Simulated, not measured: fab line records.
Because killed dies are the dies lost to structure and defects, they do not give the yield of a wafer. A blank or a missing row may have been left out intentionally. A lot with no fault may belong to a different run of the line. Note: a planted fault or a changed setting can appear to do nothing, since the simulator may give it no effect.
fab line records	flow nand-harc
[record] lots = 10	wafers = 30	last-day = 32
route steps=1302 shown A_CHANNEL_HOLE_D2@586 END@1302
lots that met no fault: from a run of the same line without faults
start-h: start of the lot's first displayed wafer, in hours after the record's first day	wait-h: hours since the lot's step before	" the same as in the row above	L1.1+2: several wafers, shown together as one row	- either no value or no given start	* or withheld: withheld	< > ~ a bound
route shown NAME@n: a module of which the file shows steps, and the number in the route of the first	usual: mean/standard deviation taken from wafers without a fault	same: alike in all rows	chamber/n: place in a boat	sites: each site's reading	_std_site: the standard deviation of these	_edge_site: mean of outer sites minus mean of inner sites	radius-mm: how far each site lies from the wafer's centre	mask NAME#n: copy n	behind: the last tool/chamber to shape the wafer	hold: cause of the lot's hold/its duration in hours/its outcome	device: transistor that didn't switch, given as n, p or np	end of line: the tests these same wafers got at the end of their route	for a step that has no rows: nothing shown but its recipe	killed: at the first sort, the dies lost to defects and structure; wafer yield is something else	map: per-die view of a wafer (x killed, . not killed, _ where there is no die)
set.NAME: the run value of the setting; set.NAME@STEP: its run value at that earlier step	model.NAME: the simulator's own value behind a step, which no gauge read
one table for each step of the route and one row for each wafer, over a sample of lots
services: from which hour (start-h, from the record's first day; less than 0 if before it) a tool's chamber was out of use, for how many hours, and why
[[steps]]
[step NHARC_A_CHANNEL_HOLE_D2_ETCH_38]
[recipe] target-depth-a = 390	over-etch-frac = 0.3	time-s = 65	ion-energy-ev = 80	cf4-flow-sccm = 150	ar-flow-sccm = 0	rf-w = 300	bias-w = 100	chemistry = CF4
[usual] bias-w = 100.02/0.29	drypump-motor-current-A = 5.7/0.39	oes-product-au = 0.997/0.011	rf-vpp-V = 151.3/1.2	showerhead-plenum-p-Torr = 1.78/0.067	throttle-valve-pct = 13.284/0.0091
[same] over-etch-frac = 0.3
lot.wafer	tool	chamber	start-h	wait-h	bias-w	drypump-motor-current-A	oes-product-au	rf-hours-counter-h	rf-vpp-V	showerhead-plenum-p-Torr	throttle-valve-pct
L320.2	rie-diel-01	1	309.69	0.1	100.29	5.8	0.998	4.6	150.8	1.78	13.285
L320.4	"	0	"	"	99.91	5.2	0.988	5.7	151.7	1.87	13.284
L320.6	"	2	"	"	100.15	5.5	0.979	-	151.4	1.73	13.287
L322.4	rie-diel-01	0	327.64	0.1	100.18	5.2	0.987	-	152.3	1.87	13.280
L322.6	"	1	"	"	100.08	5.8	0.998	-	150.8	1.78	13.282
L322.5	"	2	"	"	99.96	5.5	0.977	-	149.5	1.73	13.287
L325.3	rie-diel-01	1	341.35	0.1	100.14	5.8	0.999	7.1	151.1	1.78	13.271
L325.5	"	0	"	"	100.43	5.2	0.996	-	152.5	1.87	13.281
L325.4	"	1	"	"	100.19	5.8	0.995	-	149.9	1.78	13.270
L326.2	rie-diel-10	0	359.85	0.1	100.03	5.5	0.979	4.2	150.1	1.67	13.322
L326.3	"	1	"	"	99.83	5.2	0.994	3.3	151.3	1.74	13.289
L326.5	"	0	"	"	100.04	5.4	0.976	-	150.2	1.67	13.290
L334.1	rie-diel-01	3	435.18	0.1	100.30	6.1	1.001	2.9	148.1	1.70	13.285
L334.3	"	0	"	"	100.36	5.2	0.852	2.6	150.0	1.87	13.295
L334.6	"	2	"	"	100.07	5.5	0.988	-	151.3	1.73	13.283
L335.4	rie-diel-01	3	453.90	0.1	99.88	6.1	0.986	4.0	149.1	1.70	13.295
L335.3	"	0	"	"	99.65	5.3	0.846	3.9	152.6	1.87	13.269
L335.1	"	2	"	"	100.36	5.5	0.974	4.1	151.0	1.73	13.285
L338.3	rie-diel-05	1	484.65	0.1	100.07	6.5	0.977	4.6	152.7	1.80	13.283
L338.1	"	0	"	"	100.60	5.5	1.004	3.9	150.5	1.74	13.276
L338.5	"	1	"	"	99.90	6.6	0.988	-	150.4	1.80	13.294
L339.2	rie-diel-10	2	484.95	0.1	100.56	5.4	1.000	3.1	153.4	1.85	13.283
L339.4	"	3	"	"	99.90	6.0	1.009	2.8	150.1	1.85	13.282
L339.6	"	2	"	"	99.42	5.4	0.999	-	153.2	1.85	13.294
L340.2	rie-diel-01	2	505.48	0.1	99.90	5.5	0.987	7.3	150.0	1.73	13.276
L340.5	"	0	"	"	99.46	5.3	1.003	-	153.6	1.86	13.280
L340.4	"	2	"	"	100.06	5.5	0.985	-	150.8	1.73	13.288
L342.3	rie-diel-05	1	511.92	0.1	99.62	6.5	0.990	5.8	151.6	1.80	13.290
L342.2	"	2	"	"	100.68	6.1	0.995	5.8	152.2	1.88	13.294
L342.4	"	3	"	"	100.00	5.5	0.996	5.7	150.9	1.75	13.291
[step NHARC_A_CHANNEL_HOLE_D2_ETCH_34]
[recipe] target-depth-a = 1540	time-s = 77	cf4-flow-sccm = 100	chf3-flow-sccm = 30	ar-flow-sccm = 0	rf-w = 500	bias-w = 200	chemistry = CF4/CHF3
[usual] bias-w = 200.1/0.65	drypump-motor-current-A = 5.7/0.39	oes-product-au = 0.961/0.017	rf-vpp-V = 371.0/2.2	showerhead-plenum-p-Torr = 1.58/0.062	throttle-valve-pct = 16.803/0.0077
lot.wafer	tool	chamber	start-h	wait-h	bias-w	drypump-motor-current-A	oes-product-au	rf-hours-counter-h	rf-vpp-V	showerhead-plenum-p-Torr	throttle-valve-pct
L320.4	rie-diel-01	1	-	-	201.2	5.8	0.972	4.8	370.3	1.59	16.800
L320.2	"	3	"	"	199.4	6.1	0.944	6.0	368.7	1.51	16.796
L320.6	"	1	"	"	200.2	5.8	0.973	-	372.0	1.59	16.801
L322.4	rie-diel-01	0	-	-	199.6	5.2	0.963	-	373.1	1.66	16.808
L322.5	"	1	"	"	200.6	5.7	0.963	-	371.4	1.59	16.798
L322.6	"	2	"	"	199.3	5.5	0.958	-	371.1	1.54	16.800
L325.3	rie-diel-01	0	-	-	198.7	5.3	0.970	8.6	375.4	1.66	16.802
L325.5	"	2	"	"	200.6	5.5	0.949	-	369.5	1.54	16.803
L325.4	"	0	"	"	199.6	5.2	0.969	-	373.5	1.66	16.801
L326.2	rie-diel-10	2	-	-	199.5	5.4	0.969	3.5	373.9	1.65	16.816
L326.3	"	3	"	"	199.9	6.0	0.951	4.4	372.9	1.65	16.804
L326.5	"	1	"	"	199.9	5.2	0.987	-	368.9	1.54	16.799
L334.1	rie-diel-01	1	-	-	200.7	5.8	0.980	2.8	371.6	1.59	16.801
L334.3	"	3	"	"	200.0	6.1	0.956	3.1	369.6	1.51	16.799
L334.6	"	2	"	"	200.5	5.5	0.952	-	368.2	1.54	16.809
L335.1	rie-diel-01	0	-	-	200.6	5.2	0.968	4.0	373.5	1.66	16.806
L335.4	"	1	"	"	199.5	5.8	0.962	4.2	371.1	1.58	16.811
L335.3	"	2	"	"	199.4	5.5	0.962	4.3	369.2	1.54	16.798
L338.3	rie-diel-05	3	-	-	199.4	5.5	0.959	3.9	370.4	1.56	16.810
L338.1	"	0	"	"	201.9	5.5	0.977	4.1	369.4	1.55	16.808
L338.5	"	0	"	"	201.4	5.4	0.977	-	369.5	1.55	16.807
L339.2	rie-diel-10	2	-	-	199.5	5.4	0.976	3.3	372.4	1.65	16.805
L339.4	"	3	"	"	199.2	6.0	0.959	3.0	372.5	1.65	16.806
L339.6	"	0	"	"	199.9	5.5	0.955	-	366.9	1.48	16.800
L340.2	rie-diel-01	0	-	-	199.6	5.2	0.959	7.6	373.9	1.66	16.807
L340.5	"	0	"	"	199.9	5.2	0.960	-	372.2	1.66	16.802
L340.4	"	2	"	"	198.8	5.5	0.939	-	368.8	1.54	16.795
L342.3	rie-diel-05	1	-	-	199.8	6.5	0.984	6.0	371.9	1.60	16.797
L342.4	"	2	"	"	199.4	6.1	0.959	5.9	373.8	1.68	16.811
L342.2	"	0	"	"	199.1	5.5	0.971	5.9	369.4	1.54	16.791
[step NHARC_A_CHANNEL_HOLE_D2_ETCH_16]
[recipe] target-depth-a = 31000	over-etch-frac = 0.3	time-s = 806	ion-energy-ev = 150	o2-flow-sccm = 400	cos-flow-sccm = 20	ar-flow-sccm = 0	rf-w = 500	bias-w = 300	chemistry = O2/COS
[usual] bias-w = 299.9/0.9	drypump-motor-current-A = 5.7/0.4	o2-flow-sccm = 400.0/1.2	oes-product-au = 0.997/0.01	rf-vpp-V = 314.6/1.9	showerhead-plenum-p-Torr = 3.14/0.12	throttle-valve-pct = 28.330/0.0086
[same] over-etch-frac = 0.3
lot.wafer	tool	chamber	start-h	wait-h	bias-w	drypump-motor-current-A	o2-flow-sccm	oes-product-au	rf-hours-counter-h	rf-vpp-V	showerhead-plenum-p-Torr	throttle-valve-pct
L320.2	rie-diel-01	0	-	-	299.1	5.2	400.5	1.002	6.0	317.9	3.30	28.330
L320.4	"	2	"	"	300.2	5.5	400.2	0.994	6.1	313.2	3.06	28.322
L320.6	"	0	"	"	300.7	5.2	400.1	1.007	-	317.7	3.30	28.329
L322.4	rie-diel-01	1	-	-	301.8	5.8	398.5	1.005	-	314.7	3.15	28.333
L322.6	"	2	"	"	299.3	5.5	398.2	0.996	-	313.1	3.05	28.341
L322.5	"	0	"	"	300.4	5.2	402.4	1.010	-	317.4	3.30	28.312
L325.3	rie-diel-01	0	-	-	298.1	5.2	399.9	1.004	8.7	315.4	3.30	28.338
L325.4	"	2	"	"	301.2	5.5	400.5	0.980	-	313.2	3.05	28.326
L325.5	"	0	"	"	299.1	5.3	400.5	1.007	-	316.8	3.30	28.319
L326.2	rie-diel-10	2	-	-	298.9	5.4	399.8	1.000	3.6	316.3	3.28	28.325
L326.3	"	3	"	"	299.5	6.0	397.6	0.998	4.5	316.6	3.28	28.324
L326.5	"	1	"	"	300.5	5.2	399.5	0.994	-	313.3	3.06	28.342
L334.3	rie-diel-01	0	-	-	299.7	5.3	399.8	1.010	2.9	317.1	3.30	28.349
L334.1	"	3	"	"	300.8	6.1	398.7	0.989	3.2	312.2	3.00	28.318
L334.6	"	0	"	"	300.2	5.2	400.6	0.997	-	317.9	3.30	28.330
L335.1	rie-diel-01	0	-	-	300.1	5.2	398.5	0.994	4.2	315.6	3.30	28.341
L335.4	"	1	"	"	299.8	5.8	401.2	1.004	4.3	314.5	3.14	28.321
L335.3	"	2	"	"	299.6	5.5	397.0	0.981	4.4	312.0	3.05	28.314
L338.1	rie-diel-05	3	-	-	298.5	5.6	399.4	0.992	4.0	315.3	3.09	28.333
L338.3	"	0	"	"	299.3	5.5	399.8	1.000	4.3	314.1	3.07	28.325
L338.5	"	3	"	"	300.0	5.6	399.5	0.991	-	315.2	3.09	28.335
L339.2	rie-diel-10	3	-	-	298.0	6.0	399.6	1.002	3.2	318.1	3.27	28.343
L339.4	"	1	"	"	299.5	5.3	401.5	0.992	3.2	313.4	3.06	28.334
L339.6	"	0	"	"	300.0	5.4	400.4	1.001	-	310.5	2.93	28.326
L340.2	rie-diel-01	0	-	-	300.2	5.2	400.2	1.001	7.8	315.5	3.30	28.320
L340.5	"	2	"	"	299.1	5.5	400.9	0.979	-	313.3	3.05	28.328
L340.4	"	3	"	"	298.7	6.2	399.1	0.996	-	311.7	3.00	28.326
L342.3	rie-diel-05	0	-	-	300.2	5.5	398.4	0.999	6.0	313.5	3.06	28.331
L342.2	"	2	"	"	298.7	6.1	400.2	0.994	6.1	317.1	3.33	28.326
L342.4	"	3	"	"	300.9	5.5	400.8	0.993	5.9	313.0	3.09	28.343
[step NHARC_A_CHANNEL_HOLE_D2_ETCH_22]
[recipe] bias-v = 3000	source-w = withheld	pressure-mtorr = 20	time-s = 666.7	ar-flow-sccm = 375	c4f8-flow-sccm = 89.3	o2-flow-sccm = 35.7	temp-c = -20	target-depth-a = 16000	chemistry = C4F8/O2/Ar
[usual] c4f8-flow-sccm = 89.4/0.31	drypump-motor-current-A = 5.9/0.62	o2-flow-sccm = 35.71/0.12	oes-air-line-au = 1.000/0.021	showerhead-plenum-p-Torr = 3.67/0.12	throttle-valve-pct = 32.155/0.0089
lot.wafer	tool	chamber	start-h	wait-h	c4f8-flow-sccm	drypump-motor-current-A	o2-flow-sccm	oes-air-line-au	rf-hours-counter-h	showerhead-plenum-p-Torr	throttle-valve-pct
L320.2	har-etch-02	1	311.65	0.4	89.4	5.1	35.62	0.986	373	3.56	32.166
L320.4	"	0	"	"	89.8	5.8	35.91	1.024	-	3.73	32.160
L320.6	"	0	"	"	89.9	5.8	35.69	0.987	-	3.73	32.158
L322.4	har-etch-02	0	329.95	0.4	89.3	5.7	35.75	0.989	-	3.72	32.155
L322.5	"	0	"	"	89.2	5.7	35.82	0.981	-	3.72	32.157
L322.6	"	1	"	"	88.7	5.2	35.80	0.999	-	3.55	32.166
L325.4	har-etch-02	1	343.74	0.4	89.0	5.1	35.49	0.990	-	3.55	32.150
L325.3	"	0	"	"	89.0	5.7	35.72	0.999	-	3.72	32.171
L325.5	"	0	"	"	89.1	5.8	35.70	0.996	-	3.72	32.162
L326.2	har-etch-01	1	361.81	0.4	89.0	6.8	35.69	0.995	188	3.68	32.160
L326.3	"	1	"	"	89.2	6.8	35.77	1.002	-	3.68	32.165
L326.5	"	1	"	"	89.2	6.8	35.72	0.974	-	3.68	32.150
L334.1	har-etch-01	0	437.14	0.4	89.3	5.6	35.78	0.955	241	3.54	32.163
L334.3	"	1	"	"	89.5	6.8	35.65	0.980	-	3.65	32.155
L334.6	"	1	"	"	89.1	6.8	35.71	1.008	-	3.65	32.165
L335.1	har-etch-02	1	456.45	0.4	89.3	5.2	35.61	1.003	35	3.91	32.140
L335.4	"	0	"	"	89.1	5.8	35.89	1.042	-	3.69	32.156
L335.3	"	1	"	"	89.7	5.1	35.68	0.992	-	3.91	32.150
L338.1	har-etch-01	0	488.29	0.4	89.2	5.6	35.64	0.997	272	3.53	32.153
L338.3	"	1	"	"	89.5	6.8	35.81	1.025	-	3.64	32.161
L338.5	"	1	"	"	89.3	6.8	35.89	1.015	-	3.64	32.155
L339.2	har-etch-02	0	491.73	0.4	89.0	5.8	35.53	0.998	58	3.68	32.157
L339.4	"	0	"	"	89.0	5.8	35.55	0.992	-	3.68	32.154
L339.6	"	0	"	"	89.2	5.7	35.64	1.009	-	3.68	32.151
L340.2	har-etch-02	1	508.64	0.4	89.2	5.2	35.59	1.039	69	3.89	32.165
L340.4	"	0	"	"	89.4	5.8	35.68	0.990	-	3.67	32.156
L340.5	"	1	"	"	89.2	5.2	35.55	1.019	-	3.89	32.166
L342.2	har-etch-02	1	513.97	0.4	88.8	5.1	35.88	1.029	73	3.89	32.153
L342.3	"	0	"	"	89.0	5.8	35.74	0.976	-	3.67	32.160
L342.4	"	1	"	"	88.9	5.1	35.85	1.016	-	3.89	32.164
[step NHARC_END_SORT_01]
[recipe] temp-c = 25
[usual] killed-at-array = 55/23	killed-at-other = 1.0/1.2	killed-at-periphery = 3.2/2.7	killed-dies = 59/23	killed-open = 3.1/1.6	killed-short = 2.2/1.5
[same] gross-dies = 677
lot.wafer	tool	chamber	start-h	wait-h	killed-at-array	killed-at-other	killed-at-periphery	killed-dies	killed-open	killed-short
L322.4	prober-01	0	595.58	3.4	59	1	5	65	4	0
L322.5	prober-01	0	596.37	3.7	72	0	3	75	4	1
L322.6	prober-01	0	597.17	4.0	75	0	2	77	4	4
L326.2	prober-01	0	624.69	2.8	39	0	4	43	2	5
L326.3	prober-01	0	625.49	3.1	34	1	2	37	4	3
L326.5	prober-01	0	627.10	3.7	30	0	5	35	3	2
L334.1	prober-01	0	694.75	2.5	46	4	1	51	5	1
L334.3	prober-01	0	696.36	3.1	52	2	1	55	3	3
L334.6	prober-01	0	698.77	4.0	38	4	1	43	2	1
L335.1	prober-01	0	734.98	2.5	63	0	8	71	3	4
L335.3	prober-01	0	736.58	3.1	70	1	2	73	3	3
L335.4	prober-01	0	737.38	3.4	76	0	3	79	2	3
// killed by level:class
L322.4 A_CHANNEL_HOLE_D2:chamber-film-flake=30 A_CHANNEL_HOLE_D1:chamber-film-flake=18 P_ZERO_WELL:chamber-film-flake=3 A_STAIRCASE:chamber-film-flake=3 P_STI:chamber-film-flake=2 A_CHANNEL_FILL_D2:chamber-film-flake=2 A_SLIT:chamber-film-flake=2 A_ONON_D2:geometric-particle:open=1
L322.5 A_CHANNEL_HOLE_D1:chamber-film-flake=32 A_CHANNEL_HOLE_D2:chamber-film-flake=28 A_STAIRCASE:chamber-film-flake=3 P_STI:chamber-film-flake=2 A_CHANNEL_FILL_D1:geometric-particle:open=1 A_SGD_CUT:geometric-particle:short=1 A_WL_FILL:geometric-particle:open=1 A_BLC:geometric-particle:open=1
L322.6 A_CHANNEL_HOLE_D1:chamber-film-flake=38 A_CHANNEL_HOLE_D2:chamber-film-flake=27 A_CONTACT:chamber-film-flake=2 P_CONTACT:geometric-particle:short=1 P_CONTACT:geometric-particle:open=1 A_ONON_D1:geometric-particle:short=1 A_CHANNEL_HOLE_D1:geometric-particle:short=1 A_WL_FILL:geometric-particle:short=1
L326.2 A_CHANNEL_HOLE_D2:chamber-film-flake=18 A_WL_FILL:chamber-film-flake=6 A_CHANNEL_FILL_D1:chamber-film-flake=3 P_STI:chamber-film-flake=2 A_STAIRCASE:chamber-film-flake=2 P_CONTACT:geometric-particle:open=1 A_DECK1_JOINT:geometric-particle:short=1 A_ONON_D2:geometric-particle:short=1
L326.3 A_CHANNEL_HOLE_D2:chamber-film-flake=9 A_CHANNEL_HOLE_D1:chamber-film-flake=5 A_WL_FILL:chamber-film-flake=4 A_CONTACT:chamber-film-flake=3 P_STI:chamber-film-flake=2 A_CHANNEL_FILL_D1:chamber-film-flake=2 A_DECK1_JOINT:chamber-film-flake=2 A_SOURCE_PLATE:geometric-particle:short=1
L326.5 A_CHANNEL_HOLE_D2:chamber-film-flake=8 A_CHANNEL_HOLE_D1:chamber-film-flake=6 A_DECK1_JOINT:chamber-film-flake=4 A_CONTACT:chamber-film-flake=4 P_STI:chamber-film-flake=3 A_WL_FILL:chamber-film-flake=3 P_GATE:geometric-particle:open=1 P_M2:geometric-particle:short=1
L334.1 A_CHANNEL_HOLE_D2:chamber-film-flake=23 A_CHANNEL_HOLE_D1:chamber-film-flake=6 A_SLIT:chamber-film-flake=5 THIN_TSV:chamber-film-flake=4 A_CHANNEL_FILL_D2:geometric-particle:open=2 A_CONTACT:chamber-film-flake=2 A_WL_FILL:chamber-film-flake=2 A_ONON_D1:geometric-particle:open=1
L334.3 A_CHANNEL_HOLE_D2:chamber-film-flake=19 A_CHANNEL_HOLE_D1:chamber-film-flake=9 A_SLIT:chamber-film-flake=6 A_CONTACT:chamber-film-flake=4 A_STAIRCASE:chamber-film-flake=3 A_DECK1_JOINT:chamber-film-flake=2 A_WL_FILL:chamber-film-flake=2 THIN_TSV:chamber-film-flake=2
L334.6 A_CHANNEL_HOLE_D2:chamber-film-flake=16 A_CHANNEL_HOLE_D1:chamber-film-flake=4 A_SLIT:chamber-film-flake=4 THIN_TSV:chamber-film-flake=4 A_CONTACT:chamber-film-flake=3 A_M1:chamber-film-flake=3 A_CHANNEL_FILL_D2:chamber-film-flake=2 A_STAIRCASE:chamber-film-flake=2
L335.1 A_CHANNEL_HOLE_D1:chamber-film-flake=28 A_SLIT:chamber-film-flake=21 A_CONTACT:chamber-film-flake=5 P_GATE:chamber-film-flake=3 P_M2:geometric-particle:short=2 P_STI:chamber-film-flake=2 A_DECK1_JOINT:chamber-film-flake=2 A_STAIRCASE:chamber-film-flake=2
L335.3 A_CHANNEL_HOLE_D1:chamber-film-flake=28 A_SLIT:chamber-film-flake=26 A_CONTACT:chamber-film-flake=7 A_ONON_D2:geometric-particle:open=2 A_CHANNEL_HOLE_D2:chamber-film-flake=2 A_DECK1_JOINT:geometric-particle:short=1 A_WL_FILL:geometric-particle:short=1 A_WL_FILL:geometric-particle:open=1
L335.4 A_CHANNEL_HOLE_D1:chamber-film-flake=31 A_SLIT:chamber-film-flake=29 A_CONTACT:chamber-film-flake=9 A_STAIRCASE:chamber-film-flake=4 P_GATE:geometric-particle:open=1 P_CONTACT:geometric-particle:short=1 A_ONON_D1:geometric-particle:short=1 A_CHANNEL_FILL_D2:geometric-particle:open=1
[[services]]
tool	chamber	start-h	hours	kind
rie-diel-01	0	286.41	-	clean
rie-diel-01	1	286.41	-	clean
rie-diel-01	2	286.41	-	clean
rie-diel-05	2	309.38	6.5	repair
rie-diel-01	3	319.09	25.3	repair
rie-diel-01	1	320.48	6.3	repair
rie-diel-10	1	327.78	4.2	repair
rie-diel-01	2	375.48	1.9	repair
har-etch-02	-	380.15	17.0	pm
rie-diel-10	2	380.71	5.5	repair
rie-diel-01	2	380.91	2.3	repair
rie-diel-01	-	380.91	9.0	pm
rie-diel-05	3	400.65	10.1	repair
rie-diel-05	-	406.60	9.0	pm
rie-diel-10	-	419.50	9.0	pm
rie-diel-01	0	430.54	1.4	repair
har-etch-01	-	449.83	4.8	repair
rie-diel-10	1	450.74	1.6	repair
rie-diel-01	3	487.43	14.9	repair
rie-diel-05	-	490.41	0.3	repair
rie-diel-01	1	496.64	11.3	repair
har-etch-01	-	502.35	5.9	repair
rie-diel-10	2	504.28	4.7	repair
rie-diel-10	-	512.27	0.4	repair
[[key]]
[first-sign] step = NHARC_A_CHANNEL_HOLE_D2_ETCH_38	reading = oes-product-au	direction = down	sigmas = 14	usual = 0.997	struck = 0.849
effect none on later readings
met-at NHARC_A_CHANNEL_HOLE_D2_ETCH_38
struck-lots L334,L335
struck-wafers L334.3,L335.3
tester-left-out L334,L335
not-acting-at NHARC_A_CHANNEL_HOLE_D2_ETCH_34,NHARC_A_CHANNEL_HOLE_D2_ETCH_16,NHARC_A_CHANNEL_HOLE_D2_ETCH_22
onset-between 341.35 435.18
[fault] kind = process-parameter-drift	tool = rie-diel-01	chamber = -	onset-h = 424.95	steps = NHARC_A_CHANNEL_HOLE_D2_ETCH_38	channel = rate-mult	offset = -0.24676	shape = step	end-h = 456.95	scope = struck-wafers-only
// tester-left-out: of these lots the tester's yield and bins aren't shown, on N5 and GAA mostly nor the transistor test; their killed dies are dies lost to structure and defects alone, not to doping, threshold or leakage, so they don't give the yield
